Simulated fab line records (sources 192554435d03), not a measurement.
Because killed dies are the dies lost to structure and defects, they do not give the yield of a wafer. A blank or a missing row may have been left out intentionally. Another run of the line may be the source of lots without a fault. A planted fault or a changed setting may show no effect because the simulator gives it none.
fab line records | flow n5_finfet
[record] lots = 11 wafers = 30 last_day = 17
route steps=1938 shown BEOL_M4@1106 BEOL_M5@1128 PASSIVATION@1936
lots with no fault: from the same line, run without faults
start_h: the number of hours between the record's first day and the start of the first shown wafer of the lot | wait_h: hours from the lot's prior step to this one | " same as the row above | L1.1+2: one row covering several wafers at once | - value missing, or start not given | * or withheld: withheld | < > ~ a bound
route shown NAME@n: NAME is a module with steps in the file, n the number in the route of the first one | usual: mean and standard deviation over wafers with no fault | same: alike in all rows | chamber/n: place in a boat | sites: readings site by site | _std_site: standard deviation of those values | _edge_site: mean of outer sites minus mean of inner sites | radius_mm: for every site, how far away it sits from the centre of the wafer | mask NAME#n: copy n | behind: the most recent tool/chamber to have shaped the wafer | hold: the reason the lot was held/the length of the hold in hours/how it ended | device: the transistor (n, p or np) that didn't switch | end of line: at the end of the route, the tests of the same wafers | for a step that has no rows: nothing shown but its recipe | killed: count of dies lost to structure and defects at first sort (not the wafer's yield) | map: per-die view of a wafer (x killed, . not killed, _ where there is no die)
set.NAME: setting as actually run; set.NAME@STEP: the setting as run at that earlier step | model.NAME: the simulator's own value behind a step, which no gauge read
the route's steps for a sample of lots (tables are steps, rows are wafers)
services: when a tool's chamber went out of use (start_h, in hours from the record's first day, below 0 if earlier), for how many hours, and the reason
[[steps]]
[step N5_BEOL_M4_CO_CAP_55]
[recipe] material = Co target_thk_a = 20 temp_c = 200 precursor = CCTBA/H2 pressure_torr = 30 time_s = 102.1
[usual] chamber_pressure_Torr = 30.01/0.067 heater_power_w = 226/15
// columns lot.wafer tool chamber start_h wait_h chamber_pressure_Torr heater_power_w
L380.3 cvd_co-01 1 183.28 0.0 30.11 202
L380.4 " 0 " " 30.02 245
L380.5 " 1 " " 30.04 202
L382.1 cvd_co-01 0 188.89 0.0 30.03 251
L382.3 " 2 " " 29.96 224
L382.5 " 1 " " 30.03 201
L383.4 cvd_co-02 2 190.98 0.0 29.95 220
L383.5 " 0 " " 29.95 225
L383.6 " 1 " " 29.95 230
L385.2 cvd_co-02 2 209.58 0.0 30.03 217
L385.3 " 1 " " 30.08 235
L385.5 " 2 " " 29.96 229
L388.1 cvd_co-01 1 232.00 0.0 29.88 202
L388.3 " 0 " " 30.06 248
L389.2 cvd_co-01 2 237.86 0.0 30.00 222
L389.5 " 1 " " 30.01 196
L394.1 cvd_co-02 2 255.46 0.0 30.00 222
L394.3 " 1 " " 30.03 235
L396.1 cvd_co-01 1 279.73 0.0 30.07 203
L396.2 " 2 " " 29.98 225
L396.3 " 0 " " 30.05 247
L400.2 cvd_co-02 2 293.82 0.0 29.97 222
L400.3 " 1 " " 30.08 240
L400.5 " 2 " " 30.07 224
L401.2 cvd_co-02 2 302.40 0.0 29.92 223
L401.5 " 1 " " 30.11 236
L401.6 " 2 " " 29.90 229
L402.4 cvd_co-01 1 306.95 0.0 29.96 201
L402.5 " 2 " " 30.02 222
L402.6 " 0 " " 30.09 242
[step N5_BEOL_M5_INSPECT_13]
[recipe] mode = adi inspect_instrument = brightfield
[usual] raw_defect_count = 479/110
// columns lot.wafer tool chamber start_h wait_h raw_defect_count
L380.3 defect_inspect-01 - 186.38 0.0 564
L380.4 " - " " 571
L380.5 " - " " 582
L382.1 defect_inspect-02 - 195.00 0.1 656
L382.3 " - " " 500
L382.5 " - " " 526
L383.4 defect_inspect-01 - 195.44 0.0 413
L383.5 " - " " 562
L383.6 " - " " 495
L385.2 defect_inspect-02 - 212.51 0.0 410
L385.3 " - " " 360
L385.5 " - " " 389
L388.1 defect_inspect-01 - 235.02 0.1 377
L388.3 " - " " 427
L389.2 defect_inspect-01 - 242.38 0.0 447
L389.5 " - " " 516
L394.1 defect_inspect-02 - 258.67 0.1 370
L394.3 " - " " 324
L396.1 defect_inspect-01 - 283.23 0.1 587
L396.2 " - " " 676
L396.3 " - " " 597
L400.2 defect_inspect-02 - 298.14 0.0 422
L400.3 " - " " 332
L400.5 " - " " 515
L401.2 defect_inspect-01 - 305.43 0.0 606
L401.5 " - " " 518
L401.6 " - " " 625
L402.4 defect_inspect-01 - 311.22 0.0 564
L402.5 " - " " 429
L402.6 " - " " 630
[step N5_BEOL_M5_ETCH_72]
[recipe] chemistry = N2/H2 target = underlayer target_depth_a = 65 mask_material = CAR-EUV time_s = 5.2 ion_energy_ev = 200 pressure_mtorr = 30 source_w = 840 bias_w = 150 n2_flow_sccm = 200 h2_flow_sccm = 200 ends = cleared
[usual] drypump_motor_current_A = 5.84/0.26 etch_rf_on_time_s = 5.21/0.092 oes_product_au = 0.66/0.076 rf_vpp_V = 524.3/2.5 showerhead_plenum_p_Torr = 2.56/0.077 throttle_valve_pct = 17.94/0.24
// columns lot.wafer tool chamber start_h wait_h drypump_motor_current_A etch_rf_on_time_s oes_product_au rf_hours_counter_h rf_vpp_V showerhead_plenum_p_Torr throttle_valve_pct
L380.3 rie_diel-06 0 186.50 0.0 5.88 5.30 0.58 234 525.2 2.61 18.12
L380.4 " 3 " " 6.15 5.35 0.68 84 521.5 2.46 17.97
L380.5 " 3 " " 6.16 5.31 0.68 - 520.4 2.46 17.95
L382.1 rie_diel-06 2 195.07 0.0 5.75 5.14 0.63 184 525.9 2.64 18.02
L382.3 " 1 " " 5.96 5.30 0.59 244 523.9 2.61 17.89
L382.5 " 3 " " 6.15 5.29 0.69 - 519.3 2.46 17.96
L383.4 rie_diel-06 2 195.60 0.0 5.79 5.08 0.63 184 528.3 2.64 18.03
L383.5 " 1 " " 5.96 5.19 0.60 - 525.4 2.61 17.90
L383.6 " 2 " " 5.79 5.06 0.63 - 526.3 2.64 18.06
L385.2 rie_diel-02 3 212.58 0.0 5.57 5.34 0.58 248 527.0 2.60 18.11
L385.3 " 2 " " 5.31 5.21 0.66 152 521.3 2.45 17.76
L385.5 " 3 " " 5.59 5.39 0.58 - 524.9 2.60 18.07
L388.1 rie_diel-06 2 235.09 0.0 5.78 3.38 0.79 198 526.4 2.63 18.08
L388.3 " 3 " " 6.13 5.22 0.67 100 521.8 2.45 17.99
L389.2 rie_diel-06 2 242.45 0.0 5.80 5.11 0.61 201 529.0 2.63 18.07
L389.5 " 3 " " 6.15 3.54 0.84 - 522.4 2.45 18.04
L394.1 rie_diel-06 1 258.93 0.0 5.96 3.40 1.05 7 523.6 2.60 17.50
L394.3 " 0 " " 5.84 5.27 0.82 2 525.5 2.60 17.73
L396.1 rie_diel-02 0 285.44 0.0 6.09 5.30 0.62 194 525.1 2.52 18.15
L396.2 " 1 " " 5.89 5.23 0.59 245 522.8 2.49 18.19
L396.3 " 2 " " 5.32 5.18 0.63 178 521.3 2.44 17.80
L400.2 rie_diel-02 2 298.67 0.0 5.30 5.19 0.63 185 520.0 2.43 17.79
L400.3 " 0 " " 6.13 5.38 0.62 201 522.8 2.52 18.15
L400.5 " 1 " " 5.89 5.21 0.58 - 524.6 2.49 18.21
L401.2 rie_diel-02 0 305.50 0.0 6.09 5.36 0.62 205 523.7 2.52 18.16
L401.5 " 0 " " 6.10 5.38 0.62 - 526.5 2.52 18.14
L401.6 " 3 " " 5.60 5.18 0.81 - 526.3 2.59 17.65
L402.4 rie_diel-02 3 311.30 0.0 5.61 5.21 0.78 - 525.4 2.59 17.66
L402.5 " 0 " " 6.11 5.39 0.61 - 523.6 2.52 18.16
L402.6 " 2 " " 5.31 5.26 0.62 - 519.6 2.43 17.81
[step N5_BEOL_M5_ETCH_62]
[recipe] chemistry = N2/H2 target = SOC target_depth_a = 750 overetch_a = 150 mask_material = SiARC temp_c = 40 time_s = 112.5 ion_energy_ev = 200 pressure_mtorr = 30 source_w = 840 bias_w = 150 n2_flow_sccm = 200 h2_flow_sccm = 200
[usual] drypump_motor_current_A = 5.84/0.26 oes_product_au = 0.61/0.068 rf_vpp_V = 524.2/2.3 showerhead_plenum_p_Torr = 2.56/0.077 throttle_valve_pct = 17.90/0.24
// columns lot.wafer tool chamber start_h wait_h drypump_motor_current_A oes_product_au rf_hours_counter_h rf_vpp_V showerhead_plenum_p_Torr throttle_valve_pct
L380.3 rie_diel-06 0 186.55 0.0 5.86 0.54 234 526.4 2.61 18.08
L380.4 " 3 " " 6.16 0.64 84 522.2 2.46 17.92
L380.5 " 3 " " 6.18 0.65 - 522.2 2.46 17.91
L382.1 rie_diel-06 2 195.12 0.0 5.77 0.58 184 525.6 2.64 18.02
L382.3 " 1 " " 5.95 0.56 244 525.3 2.61 17.85
L382.5 " 3 " " 6.14 0.64 - 522.7 2.46 17.92
L383.4 rie_diel-06 2 195.64 0.0 5.79 0.58 184 527.3 2.64 18.00
L383.5 " 1 " " 5.96 0.56 - 525.6 2.61 17.85
L383.6 " 2 " " 5.77 0.58 - 525.9 2.64 18.02
L385.2 rie_diel-02 3 212.63 0.0 5.61 0.54 248 526.7 2.60 18.05
L385.3 " 2 " " 5.32 0.60 152 520.2 2.45 17.71
L385.5 " 3 " " 5.62 0.54 - 525.1 2.60 18.03
L388.1 rie_diel-06 2 235.13 0.0 5.78 0.57 198 526.3 2.64 18.02
L388.3 " 3 " " 6.13 0.62 100 521.4 2.45 17.94
L389.2 rie_diel-06 2 242.50 0.0 5.76 0.57 201 526.8 2.63 18.03
L389.5 " 3 " " 6.15 0.63 - 520.9 2.45 17.94
L394.1 rie_diel-06 1 258.98 0.0 5.96 0.74 7 524.5 2.60 17.42
L394.3 " 0 " " 5.83 0.75 2 524.9 2.60 17.69
L396.1 rie_diel-02 0 285.48 0.0 6.08 0.58 194 523.2 2.52 18.12
L396.2 " 1 " " 5.89 0.54 245 520.7 2.49 18.15
L396.3 " 2 " " 5.30 0.59 178 521.0 2.44 17.76
L400.2 rie_diel-02 2 298.71 0.0 5.31 0.58 185 520.5 2.43 17.77
L400.3 " 0 " " 6.08 0.59 201 522.2 2.52 18.13
L400.5 " 1 " " 5.90 0.54 - 523.5 2.49 18.17
L401.2 rie_diel-02 0 305.55 0.0 6.08 0.58 205 521.8 2.52 18.13
L401.5 " 0 " " 6.11 0.58 - 523.1 2.52 18.14
L401.6 " 3 " " 5.60 0.74 - 525.8 2.59 17.61
L402.4 rie_diel-02 3 311.39 0.1 5.61 0.73 - 525.3 2.59 17.62
L402.5 " 0 " " 6.10 0.57 - 524.0 2.52 18.13
L402.6 " 2 " " 5.33 0.59 - 521.2 2.43 17.79
[step N5_PASSIVATION_PROBE_49]
[usual] defect_limited_yield = 91.0/1.5 killed_at_M0_to_M3 = 36/12 killed_at_M4_up = 14/5.5 killed_at_contacts = 11/4.8 killed_at_front_end = 42/12 killed_at_other = 3.7/2.7 killed_dies = 106/18 killed_on_rim = 13/4.5 killed_open = 70/13 killed_short = 35/8.2 sort_bin_5_function = 5.3/1 sort_bin_6_memory = 3.3/0.69 sort_n_pass = 1074/18 sort_yield_pct = 91.0/1.5
[same] gross_dies = 1180 killed_at_back_side = 0 sort_bin_4_leakage[%] = 0 sort_bin_8_speed[%] = 0
// columns lot.wafer tool chamber start_h wait_h defect_limited_yield[%] killed_at_M0_to_M3 killed_at_M4_up killed_at_contacts killed_at_front_end killed_at_other killed_dies killed_on_rim killed_open killed_short sort_bin_5_function[%] sort_bin_6_memory[%] sort_n_pass sort_yield_pct[%]
L380.3 prober-01 - 297.13 0.1 88.9 32 15 23 55 6 131 17 81 47 7.0 3.4 1049 88.9
L380.4 prober-01 - 297.18 0.2 87.5 23 22 22 75 6 148 19 93 53 7.5 4.4 1032 87.5
L380.5 prober-01 - 297.23 0.2 90.8 41 9 15 42 2 109 11 76 31 5.3 3.7 1071 90.8
L382.1 prober-02 - 299.90 0.0 89.7 48 5 10 56 3 122 20 83 38 6.2 3.9 1058 89.7
L382.3 prober-02 - 300.00 0.1 91.9 49 13 6 27 1 96 4 71 25 4.4 3.6 1084 91.9
L382.5 prober-02 - 300.10 0.2 89.2 52 10 6 56 4 128 11 85 43 6.7 3.5 1052 89.2
L385.2 prober-01 - 315.88 0.1 90.5 45 14 5 44 4 112 12 72 37 5.4 3.7 1068 90.5
L385.3 prober-01 - 315.93 0.1 91.6 29 12 6 39 13 99 12 59 38 4.4 3.8 1081 91.6
L385.5 prober-01 - 316.03 0.2 88.6 40 29 13 45 7 134 20 85 45 6.6 4.4 1046 88.6
L388.1 prober-01 - 332.72 0.0 89.7 38 14 14 52 3 121 19 82 33 6.3 3.8 1059 89.7
L388.3 prober-01 - 332.82 0.1 90.7 37 12 7 46 8 110 16 74 34 5.0 4.2 1070 90.7
L389.2 prober-01 - 339.86 0.1 90.0 41 14 8 52 3 118 9 70 47 6.2 3.3 1062 90.0
L389.5 prober-01 - 340.01 0.2 91.1 54 11 3 35 2 105 14 61 44 4.7 3.9 1075 91.1
L396.1 prober-02 - 382.26 0.0 90.4 34 21 12 43 3 113 14 75 35 5.3 4.1 1067 90.4
L396.2 prober-02 - 382.31 0.1 91.8 18 20 10 46 3 97 12 64 33 4.7 3.1 1083 91.8
L396.3 prober-02 - 382.36 0.1 93.5 14 13 12 34 4 77 11 51 26 3.2 2.9 1103 93.5
L400.2 prober-01 - 389.16 0.1 93.2 33 8 5 32 2 80 10 53 25 4.2 2.4 1100 93.2
L400.3 prober-01 - 389.21 0.1 93.1 33 7 21 21 0 82 10 60 20 4.1 2.5 1098 93.1
L400.5 prober-01 - 389.31 0.2 91.4 27 11 18 43 3 102 13 69 31 5.8 2.8 1078 91.4
// killed by level:class
L380.3 MOL_CONTACT_COAG:geometric_particle:open=14 FIN_SAQP:geometric_particle:open=11 MOL_CONTACT_COAG:geometric_particle:short=9 FIN_SAQP:geometric_particle:short=8 DUMMY_GATE:geometric_particle:open=7 BEOL_M3:geometric_particle:open=7 BEOL_M4:geometric_particle:open=6 BEOL_M2:geometric_particle:open=6
L380.4 FIN_SAQP:geometric_particle:open=24 FIN_SAQP:geometric_particle:short=22 MOL_CONTACT_COAG:geometric_particle:open=16 BEOL_M4:geometric_particle:open=12 BEOL_M3:geometric_particle:open=10 MOL_CONTACT_COAG:geometric_particle:short=6 STI_FIN_REVEAL:geometric_particle:open=5 GATE_CUT:geometric_particle:short=4
L380.5 BEOL_M2:geometric_particle:open=16 FIN_SAQP:geometric_particle:open=12 MOL_CONTACT_COAG:geometric_particle:open=12 FIN_SAQP:geometric_particle:short=9 BEOL_M0_SAQP:geometric_particle:open=7 STI_FIN_REVEAL:geometric_particle:open=5 BEOL_M3:geometric_particle:open=5 DUMMY_GATE:geometric_particle:open=4
L382.1 STI_FIN_REVEAL:geometric_particle:open=21 BEOL_M3:geometric_particle:open=12 FIN_SAQP:geometric_particle:open=9 MOL_CONTACT_COAG:geometric_particle:open=8 BEOL_M0_SAQP:geometric_particle:open=8 BEOL_M0_SAQP:geometric_particle:short=6 GATE_CUT:geometric_particle:short=6 BEOL_M1:geometric_particle:open=5
L382.3 BEOL_M1:geometric_particle:open=11 BEOL_M0:geometric_particle:open=11 BEOL_M0_SAQP:geometric_particle:open=8 BEOL_M3:geometric_particle:open=8 GATE_CUT:geometric_particle:short=6 STI_FIN_REVEAL:geometric_particle:open=6 BEOL_M4:geometric_particle:open=6 FIN_SAQP:geometric_particle:open=5
L382.5 FIN_SAQP:geometric_particle:open=16 BEOL_M0_SAQP:geometric_particle:open=16 BEOL_M0_SAQP:geometric_particle:short=13 STI_FIN_REVEAL:geometric_particle:open=9 FIN_SAQP:geometric_particle:short=8 BEOL_M1:geometric_particle:open=7 BEOL_M3:geometric_particle:open=7 GATE_CUT:geometric_particle:short=5
L385.2 BEOL_M2:geometric_particle:open=14 BEOL_M0_SAQP:geometric_particle:open=11 FIN_SAQP:geometric_particle:short=10 FIN_SAQP:geometric_particle:open=9 BEOL_M0_SAQP:geometric_particle:short=9 DUMMY_GATE:geometric_particle:open=7 BEOL_M3:geometric_particle:open=6 BEOL_M4:geometric_particle:open=6
L385.3 FIN_SAQP:geometric_particle:short=12 BEOL_M0_SAQP:geometric_particle:short=8 FIN_SAQP:geometric_particle:open=7 MIM_TOP_ETCH:geometric_particle:open=6 MOL_CONTACT_COAG:geometric_particle:open=6 BEOL_M2:geometric_particle:open=6 GATE_CUT:geometric_particle:short=5 STI_FIN_REVEAL:geometric_particle:open=4
L385.5 BEOL_M4:geometric_particle:open=17 BEOL_M0_SAQP:geometric_particle:short=11 FIN_SAQP:geometric_particle:open=10 MOL_CONTACT_COAG:geometric_particle:open=10 FIN_SAQP:geometric_particle:short=8 GATE_CUT:geometric_particle:short=8 BEOL_M2:geometric_particle:open=8 GATE_CUT:geometric_particle:open=5
L388.1 STI_FIN_REVEAL:geometric_particle:open=13 MOL_CONTACT_COAG:geometric_particle:open=12 FIN_SAQP:geometric_particle:open=10 BEOL_M3:geometric_particle:open=9 FIN_SAQP:geometric_particle:short=8 BEOL_M2:geometric_particle:open=6 GATE_CUT:geometric_particle:short=5 BEOL_M0_SAQP:geometric_particle:short=5
L388.3 STI_FIN_REVEAL:geometric_particle:open=15 GATE_CUT:geometric_particle:short=11 BEOL_M1:geometric_particle:open=11 BEOL_M2:geometric_particle:open=9 BEOL_M0_SAQP:geometric_particle:open=7 FIN_SAQP:geometric_particle:short=5 GATE_CUT:geometric_particle:open=5 MOL_CONTACT_COAG:geometric_particle:open=5
L389.2 DUMMY_GATE:geometric_particle:open=12 BEOL_M0:geometric_particle:open=10 BEOL_M0_SAQP:geometric_particle:short=9 FIN_SAQP:geometric_particle:open=8 BEOL_M2:geometric_particle:open=8 DUMMY_GATE:geometric_particle:short=7 BEOL_M2:geometric_particle:short=6 FIN_SAQP:geometric_particle:short=5
L389.5 BEOL_M0_SAQP:geometric_particle:short=23 BEOL_M0_SAQP:geometric_particle:open=14 FIN_SAQP:geometric_particle:open=13 STI_FIN_REVEAL:geometric_particle:open=6 BEOL_M3:geometric_particle:open=6 BEOL_M2:geometric_particle:short=5 DUMMY_GATE:geometric_particle:open=4 FIN_SAQP:geometric_particle:short=3
L396.1 FIN_SAQP:geometric_particle:open=14 BEOL_M3:geometric_particle:open=12 FIN_SAQP:geometric_particle:short=11 BEOL_M4:geometric_particle:open=9 MOL_CONTACT_COAG:geometric_particle:open=8 BEOL_M0_SAQP:geometric_particle:open=6 BEOL_M0_SAQP:geometric_particle:short=6 STARTING-WAFER:geometric_particle:short=6
L396.2 FIN_SAQP:geometric_particle:open=13 DUMMY_GATE:geometric_particle:open=9 MOL_CONTACT_COAG:geometric_particle:open=9 BEOL_M4:geometric_particle:open=7 FIN_SAQP:geometric_particle:short=6 STI_FIN_REVEAL:geometric_particle:open=6 BEOL_M0_SAQP:geometric_particle:short=5 GATE_CUT:geometric_particle:short=4
L396.3 MOL_CONTACT_COAG:geometric_particle:open=12 BEOL_M4:geometric_particle:open=8 FIN_SAQP:geometric_particle:open=7 GATE_CUT:geometric_particle:short=5 FIN_SAQP:geometric_particle:short=4 DUMMY_GATE:geometric_particle:open=4 BEOL_M0_SAQP:geometric_particle:short=4 BEOL_M2:geometric_particle:open=4
L400.2 BEOL_M0_SAQP:geometric_particle:open=8 STI_FIN_REVEAL:geometric_particle:open=7 DUMMY_GATE:geometric_particle:open=6 BEOL_M2:geometric_particle:open=6 BEOL_M0_SAQP:geometric_particle:short=5 BEOL_M1:geometric_particle:open=5 FIN_SAQP:geometric_particle:open=3 MOL_CONTACT_COAG:geometric_particle:open=3
L400.3 MOL_CONTACT_COAG:geometric_particle:open=20 BEOL_M2:geometric_particle:open=9 STI_FIN_REVEAL:geometric_particle:open=8 BEOL_M0_SAQP:geometric_particle:open=6 BEOL_M0_SAQP:geometric_particle:short=5 BEOL_M3:geometric_particle:open=5 BEOL_M1:geometric_particle:short=4 STI_FIN_REVEAL:geometric_particle:short=2
L400.5 STI_FIN_REVEAL:geometric_particle:open=15 MOL_CONTACT_COAG:geometric_particle:open=14 FIN_SAQP:geometric_particle:open=8 BEOL_M0_SAQP:geometric_particle:short=8 BEOL_M0_SAQP:geometric_particle:open=6 STI_FIN_REVEAL:geometric_particle:short=4 MOL_CONTACT_COAG:geometric_particle:short=4 BEOL_M0:geometric_particle:short=4
[[services]]
// columns tool chamber start_h hours kind
cvd_co-01 - 165.80 3.2 repair
cvd_co-01 - 171.90 2.5 repair
rie_diel-02 3 220.00 - clean
rie_diel-02 3 220.00 - consumable_replace:focus_ring
rie_diel-02 3 220.00 18.5 scheduled_down
rie_diel-02 3 220.00 18.5 vent_cycle
rie_diel-06 1 227.30 - clean
rie_diel-06 1 227.30 - consumable_replace:focus_ring
rie_diel-06 1 227.30 12.9 scheduled_down
rie_diel-06 1 227.30 12.9 vent_cycle
rie_diel-02 3 240.04 7.0 repair
rie_diel-06 0 240.32 - clean
rie_diel-06 0 240.32 - consumable_replace:focus_ring
rie_diel-06 0 240.32 11.9 scheduled_down
rie_diel-06 0 240.32 11.9 vent_cycle
cvd_co-01 2 245.84 12.5 repair
cvd_co-01 - 262.09 4.3 pm
rie_diel-02 3 286.50 12.4 repair
rie_diel-02 1 298.96 - clean
rie_diel-02 1 298.96 - consumable_replace:focus_ring
rie_diel-02 1 298.96 24.0 scheduled_down
rie_diel-02 1 298.96 24.0 vent_cycle
[[key]]
[first_sign] step = N5_BEOL_M5_ETCH_72 reading = etch_rf_on_time_s direction = down sigmas = 19 usual = * struck = *
[effect] step = N5_BEOL_M5_ETCH_72 reading = oes_product_au direction = up sigmas = 3 usual = 0.66 struck = 0.89
met_at N5_BEOL_M5_ETCH_72
struck_lots L388,L389,L394
struck_wafers L388.1,L389.5,L394.1
not_acting_at N5_BEOL_M4_CO_CAP_55,N5_BEOL_M5_INSPECT_13,N5_BEOL_M5_ETCH_62
onset_between 195.60 235.09
[fault] kind = process_parameter_drift tool = rie_diel-06 chamber = - onset_h = 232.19 steps = N5_BEOL_M5_ETCH_72 channel = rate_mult offset = 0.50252 shape = step end_h = 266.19 scope = struck_wafers_only
